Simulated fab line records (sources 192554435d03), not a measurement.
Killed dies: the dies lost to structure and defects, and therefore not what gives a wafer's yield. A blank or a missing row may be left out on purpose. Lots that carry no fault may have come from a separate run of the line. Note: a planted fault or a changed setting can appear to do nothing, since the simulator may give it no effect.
Which of the tools did it? -- flow n5_finfet -- 24 lots with 72 wafers sampled at 6 steps, on a route of 1938 steps

WHAT THE GAUGES SHOWED, per wafer
N5_BEOL_M7_RS_MEAS_57: measures by four-point-probe. Usual: M7_RS typically reads 0.291 ohm/sq, with standard deviation 0.012.
lot,measured,on,M7_RS (ohm/sq),flag
L074,day 9 15:13,film_metro-02,0.287 0.292 0.302,
L075,day 10 00:19,film_metro-02,0.309 0.285 0.314,
L076,day 10 00:56,film_metro-01,0.293 0.295 0.279,
L077,day 10 20:33,film_metro-01,0.269 0.279 0.294,
L079,day 11 06:38,film_metro-01,0.303 0.304 0.315,
L078,day 11 07:02,film_metro-02,0.307 0.293 0.281,
L080,day 11 10:40,film_metro-01,0.297 0.285 0.299,
L082,day 11 17:58,film_metro-01,0.293 0.276 0.280,
L081,day 11 18:01,film_metro-01,0.291 0.288 0.305,
L083,day 11 22:40,film_metro-01,0.306 0.307 0.297,
L084,day 12 04:13,film_metro-02,0.270 0.280 0.294,
L085,day 12 14:19,film_metro-01,0.288 0.261 0.280,
L087,day 12 22:18,film_metro-02,0.282 0.302 0.273,
L086,day 13 01:03,film_metro-02,0.278 0.286 0.282,
L090,day 13 09:48,film_metro-01,0.301 0.278 0.275,
L089,day 13 14:10,film_metro-02,0.279 0.291 0.296,
L088,day 13 19:00,film_metro-02,0.302 0.281 0.294,
L093,day 14 02:11,film_metro-02,0.281 0.299 0.312,
L092,day 14 03:46,film_metro-01,0.284 0.288 0.308,
L091,day 14 21:56,film_metro-02,0.284 0.296 0.276,
L094,day 15 02:23,film_metro-01,0.286 0.285 0.313,
L096,day 15 02:40,film_metro-02,0.291 0.300 0.292,
L095,day 15 07:34,film_metro-01,0.283 0.284 0.297,
L097,day 15 14:45,film_metro-01,0.295 0.282 0.275,

N5_BEOL_M9_INSPECT_13: inspects for defects (brightfield). Usual: 381 for raw_defect_count, sd 81.
lot,measured,on,raw_defect_count,flag
L074,day 10 03:06,defect_inspect-01,471 278 283,
L075,day 10 13:40,defect_inspect-02,363 270 274,
L076,day 10 13:27,defect_inspect-01,511 432 418,
L077,day 11 09:47,defect_inspect-01,339 243 443,
L079,day 11 16:50,defect_inspect-01,382 445 401,
L078,day 11 17:01,defect_inspect-01,398 302 314,
L080,day 11 20:25,defect_inspect-01,358 468 361,
L082,day 12 06:05,defect_inspect-01,388 428 332,
L081,day 12 06:16,defect_inspect-02,376 412 389,
L083,day 12 09:20,defect_inspect-01,420 357 408,
L084,day 12 16:05,defect_inspect-02,577 428 419,
L085,day 13 02:48,defect_inspect-02,419 550 537,
L087,day 13 08:02,defect_inspect-01,356 364 373,
L086,day 13 10:03,defect_inspect-01,256 370 333,
L090,day 13 19:01,defect_inspect-01,535 459 384,
L089,day 13 23:23,defect_inspect-02,441 348 412,
L088,day 14 03:17,defect_inspect-02,329 326 304,
L093,day 14 15:06,defect_inspect-01,454 319 397,
L092,day 14 15:16,defect_inspect-01,252 266 319,
L091,day 15 10:25,defect_inspect-02,381 363 346,
L094,day 15 13:44,defect_inspect-02,526 417 393,
L096,day 15 14:26,defect_inspect-01,266 312 334,
L095,day 15 18:40,defect_inspect-02,412 448 456,
L097,day 16 00:37,defect_inspect-01,312 285 272,

TOOL THAT RAN EACH LOT (tool first, then ch and the chambers of the sampled wafers, then the start)
lot,N5_BEOL_M7_DEGAS_44,N5_BEOL_M8_HM_OPEN_17,N5_BEOL_M8_CURE_75,N5_BEOL_M9_ILD_DEP_00
L074,"pvd_sputter-01, day 9 13:37","rie_metal-01 ch 0,1, day 9 18:31","uv_cure-01 ch 1, day 9 21:27","pecvd-01 ch 0,1, day 10 00:34"
L075,"pvd_sputter-02, day 9 22:25","rie_metal-02 ch 0,1, day 10 03:31","uv_cure-01 ch 1, day 10 06:37","pecvd-04 ch 0,1, day 10 09:24"
L076,"pvd_sputter-02, day 9 23:14","rie_metal-02 ch 0,1, day 10 03:43","uv_cure-02 ch 1, day 10 06:08","pecvd-03 ch 0,1,2, day 10 09:08"
L077,"pvd_sputter-03, day 10 17:50","rie_metal-02 ch 0,1, day 11 01:04","uv_cure-02 ch 0, day 11 03:47","pecvd-01 ch 0,2, day 11 06:28"
L079,"pvd_sputter-03, day 11 04:37","rie_metal-02 ch 1, day 11 10:00","uv_cure-02 ch 2, day 11 12:09","pecvd-03 ch 0,1,2, day 11 14:35"
L078,"pvd_sputter-02, day 11 05:16","rie_metal-02 ch 0,1, day 11 10:32","uv_cure-03 ch 2, day 11 12:39","pecvd-03 ch 0,1,2, day 11 15:16"
L080,"pvd_sputter-03, day 11 08:56","rie_metal-02 ch 0,1, day 11 13:31","uv_cure-01 ch 1, day 11 16:36","pecvd-03 ch 0,1,2, day 11 18:46"
L082,"pvd_sputter-03, day 11 16:08","rie_metal-01 ch 0,1, day 11 21:49","uv_cure-01 ch 0, day 11 23:30","pecvd-04 ch 0,1, day 12 03:45"
L081,"pvd_sputter-01, day 11 16:13","rie_metal-03 ch 0,1, day 11 21:54","uv_cure-03 ch 1, day 11 23:53","pecvd-03 ch 1,2, day 12 04:01"
L083,"pvd_sputter-02, day 11 20:34","rie_metal-03 ch 0,1, day 12 02:25","uv_cure-02 ch 2, day 12 05:17","pecvd-03 ch 0,1,2, day 12 07:37"
L084,"pvd_sputter-01, day 12 02:07","rie_metal-03 ch 0,1, day 12 06:43","uv_cure-02 ch 1, day 12 09:26","pecvd-04 ch 0,1, day 12 12:14"
L085,"pvd_sputter-03, day 12 12:17","rie_metal-03 ch 0,1, day 12 18:05","uv_cure-03 ch 2, day 12 21:17","pecvd-04 ch 0,1,2, day 13 01:10"
L087,"pvd_sputter-02, day 12 18:45","rie_metal-03 ch 0,1, day 13 00:41","uv_cure-03 ch 1, day 13 02:03","pecvd-01 ch 0,1, day 13 06:04"
L086,"pvd_sputter-02, day 12 22:01","rie_metal-03 ch 0,1, day 13 03:11","uv_cure-03 ch 0, day 13 05:09","pecvd-04 ch 1,2, day 13 08:04"
L090,"pvd_sputter-01, day 13 07:43","rie_metal-03 ch 0,1, day 13 11:52","uv_cure-03 ch 2, day 13 14:36","pecvd-01 ch 0,1, day 13 17:14"
L089,"pvd_sputter-02, day 13 12:14","rie_metal-01 ch 0,1, day 13 16:41","uv_cure-01 ch 2, day 13 18:03","pecvd-04 ch 1,2, day 13 20:29"
L088,"pvd_sputter-03, day 13 16:48","rie_metal-02 ch 0,1, day 13 21:21","uv_cure-01 ch 0, day 13 23:02","pecvd-04 ch 1,2, day 14 01:56"
L093,"pvd_sputter-02, day 14 00:02","rie_metal-01 ch 0,1, day 14 08:25","uv_cure-03 ch 2, day 14 10:19","pecvd-04 ch 1,2, day 14 12:37"
L092,"pvd_sputter-02, day 14 01:58","rie_metal-02 ch 0,1, day 14 08:32","uv_cure-01 ch 2, day 14 09:56","pecvd-01 ch 0,1,2, day 14 12:31"
L091,"pvd_sputter-03, day 14 19:49","rie_metal-01 ch 0,1, day 15 02:18","uv_cure-03 ch 2, day 15 05:45","pecvd-04 ch 0,2, day 15 07:54"
L094,"pvd_sputter-02, day 15 00:43","rie_metal-02 ch 0,1, day 15 05:36","uv_cure-03 ch 1, day 15 07:10","pecvd-04 ch 0,1,2, day 15 10:24"
L096,"pvd_sputter-02, day 15 00:54","rie_metal-01 ch 0,1, day 15 05:52","uv_cure-01 ch 2, day 15 08:35","pecvd-01 ch 1,2, day 15 11:17"
L095,"pvd_sputter-01, day 15 05:45","rie_metal-03 ch 0,1, day 15 10:26","uv_cure-02 ch 1, day 15 13:20","pecvd-03 ch 0,1, day 15 15:51"
L097,"pvd_sputter-01, day 15 12:56","rie_metal-03 ch 0,1, day 15 17:47","uv_cure-02 ch 0, day 15 19:19","pecvd-03 ch 0,1, day 15 22:07"
- N5_BEOL_M7_DEGAS_44: time 60 s.
- N5_BEOL_M8_HM_OPEN_17: chemistry Cl2/BCl3, target TiN, target depth 20 nm, overetch 6 nm.
- N5_BEOL_M8_CURE_75: cures SiCOH lowk, time 120 s.
- N5_BEOL_M9_ILD_DEP_00: deposits SiCOH lowk from DEMS/porogen, target thk 308.51 nm, time 58 s.

AS READ BY THE TOOLS THEMSELVES (means over the sampled wafers that have a number; for cases with no such wafer, the mark the record gives instead)
N5_BEOL_M7_DEGAS_44. Usual: 336 W for heater_power_w, sd 23.
lot,tool,heater_power_w (W),flag
L074,pvd_sputter-01,339,
L075,pvd_sputter-02,341,
L076,pvd_sputter-02,327,
L077,pvd_sputter-03,303,
L079,pvd_sputter-03,325,
L078,pvd_sputter-02,323,
L080,pvd_sputter-03,347,
L082,pvd_sputter-03,342,
L081,pvd_sputter-01,334,
L083,pvd_sputter-02,347,
L084,pvd_sputter-01,339,
L085,pvd_sputter-03,328,
L087,pvd_sputter-02,340,
L086,pvd_sputter-02,330,
L090,pvd_sputter-01,358,
L089,pvd_sputter-02,332,
L088,pvd_sputter-03,353,
L093,pvd_sputter-02,325,
L092,pvd_sputter-02,338,
L091,pvd_sputter-03,334,
L094,pvd_sputter-02,323,
L096,pvd_sputter-02,344,
L095,pvd_sputter-01,343,
L097,pvd_sputter-01,341,

N5_BEOL_M8_HM_OPEN_17. Usual: bias_w 126.1 W, standard deviation 0.33; drypump_motor_current_A 5.8 A, standard deviation 0.54; he_backside_leak_sccm 3.37 sccm, standard deviation 0.27; oes_product_au 0.70 a.u., standard deviation 0.088; throttle_valve_pct 22.06 %, standard deviation 0.2.
lot,tool,bias_w (W),drypump_motor_current_A (A),he_backside_leak_sccm (sccm),oes_product_au (a.u.),throttle_valve_pct (%),flag
L074,rie_metal-01,126.3,5.2,3.43,0.71,21.93,
L075,rie_metal-02,126.1,6.2,3.24,0.71,22.06,
L076,rie_metal-02,126.1,6.4,3.32,0.64,22.00,
L077,rie_metal-02,126.1,6.2,3.22,0.70,22.07,
L079,rie_metal-02,126.0,6.5,3.58,0.57,21.91,
L078,rie_metal-02,125.9,6.2,3.32,0.70,22.07,
L080,rie_metal-02,126.3,6.4,3.34,0.63,22.01,
L082,rie_metal-01,126.0,5.6,3.36,0.66,21.87,
L081,rie_metal-03,126.1,5.5,3.17,0.79,22.08,
L083,rie_metal-03,126.3,5.5,3.21,0.78,22.09,
L084,rie_metal-03,126.3,5.7,3.26,0.79,22.25,
L085,rie_metal-03,126.2,5.6,3.44,0.77,22.28,
L087,rie_metal-03,126.0,5.7,3.52,0.76,22.28,
L086,rie_metal-03,125.8,5.5,3.29,0.76,22.10,
L090,rie_metal-03,126.2,5.6,3.33,0.77,22.26,
L089,rie_metal-01,126.2,5.1,3.54,0.69,21.92,
L088,rie_metal-02,126.0,6.4,3.47,0.62,22.00,
L093,rie_metal-01,125.9,5.1,3.53,0.69,21.93,
L092,rie_metal-02,125.9,6.4,3.39,0.62,22.00,
L091,rie_metal-01,126.2,5.6,3.47,0.64,21.89,
L094,rie_metal-02,126.6,6.2,3.28,0.66,22.09,
L096,rie_metal-01,126.5,5.1,3.39,0.68,21.95,
L095,rie_metal-03,126.1,5.5,3.17,0.76,22.09,
L097,rie_metal-03,125.9,5.7,3.42,0.74,22.29,

N5_BEOL_M8_CURE_75. Usual: lamp_power_pct 52.32 %, standard deviation 0.054; wafer_temp_C_max 371.8, standard deviation 0.59.
lot,tool,lamp_power_pct (%),wafer_temp_C_max,flag
L074,uv_cure-01,52.36,371.7,
L075,uv_cure-01,52.28,372.0,
L076,uv_cure-02,52.34,371.8,
L077,uv_cure-02,52.34,372.7,
L079,uv_cure-02,52.34,371.3,
L078,uv_cure-03,52.31,372.0,
L080,uv_cure-01,52.29,371.8,
L082,uv_cure-01,52.32,371.4,
L081,uv_cure-03,52.34,371.5,
L083,uv_cure-02,52.36,371.0,
L084,uv_cure-02,52.31,371.7,
L085,uv_cure-03,52.29,371.8,
L087,uv_cure-03,52.32,371.6,
L086,uv_cure-03,52.30,371.0,
L090,uv_cure-03,52.35,371.6,
L089,uv_cure-01,52.30,372.7,
L088,uv_cure-01,52.33,371.6,
L093,uv_cure-03,52.30,371.7,
L092,uv_cure-01,52.33,373.2,
L091,uv_cure-03,52.29,371.4,
L094,uv_cure-03,52.26,371.6,
L096,uv_cure-01,52.26,372.4,
L095,uv_cure-02,52.36,371.9,
L097,uv_cure-02,52.33,372.9,

N5_BEOL_M9_ILD_DEP_00. Usual: heater_power_w 298 W, standard deviation 62; showerhead_plenum_p_Torr 5.730 Torr, standard deviation 0.015; showerhead_vpp_V 1396 V, standard deviation 75; throttle_valve_pct 14.1 %, standard deviation 1.1.
lot,tool,heater_power_w (W),showerhead_plenum_p_Torr (Torr),showerhead_vpp_V (V),throttle_valve_pct (%),flag
L074,pecvd-01,259,5.747,1356,13.9,
L075,pecvd-04,273,5.739,1353,13.8,
L076,pecvd-03,286,5.721,1443,14.7,
L077,pecvd-01,343,5.731,1377,14.0,
L079,pecvd-03,312,5.731,1441,14.6,
L078,pecvd-03,308,5.719,1448,14.8,
L080,pecvd-03,283,5.718,1435,14.7,
L082,pecvd-04,251,5.738,1331,13.9,
L081,pecvd-03,316,5.719,1419,13.2,
L083,pecvd-03,299,5.728,1452,14.6,
L084,pecvd-04,274,5.736,1357,13.9,
L085,pecvd-04,307,5.724,1396,13.7,
L087,pecvd-01,258,5.736,1362,13.7,
L086,pecvd-04,351,5.721,1437,13.6,
L090,pecvd-01,263,5.744,1347,13.8,
L089,pecvd-04,306,5.726,1444,13.9,
L088,pecvd-04,354,5.724,1452,13.7,
L093,pecvd-04,287,5.742,1395,13.8,
L092,pecvd-01,321,5.744,1355,14.1,
L091,pecvd-04,311,5.721,1407,13.7,
L094,pecvd-04,322,5.726,1396,13.9,
L096,pecvd-01,226,5.743,1326,14.1,
L095,pecvd-03,305,5.726,1461,16.1,
L097,pecvd-03,295,5.714,1453,16.0,

THE ANSWER, worked out from the rows above alone
Rule: a lot is off if the mean of its wafers that have a number lies more than 3 standard deviations from the usual mean. A lot without any number at a reading at which 4 lots or more have one is off too. All remaining lots with rows at the step are treated as sound. After the gauges, taken in route order, come the tools' own readings; for these a lot's mean is taken, as printed above. At the first step where some lot is off, the reading lying furthest off is the one used; lots without a number count as furthest.
No lot is off on any of the readings shown, so nothing can be concluded from this.

WHAT THE SIMULATOR HAD PUT IN
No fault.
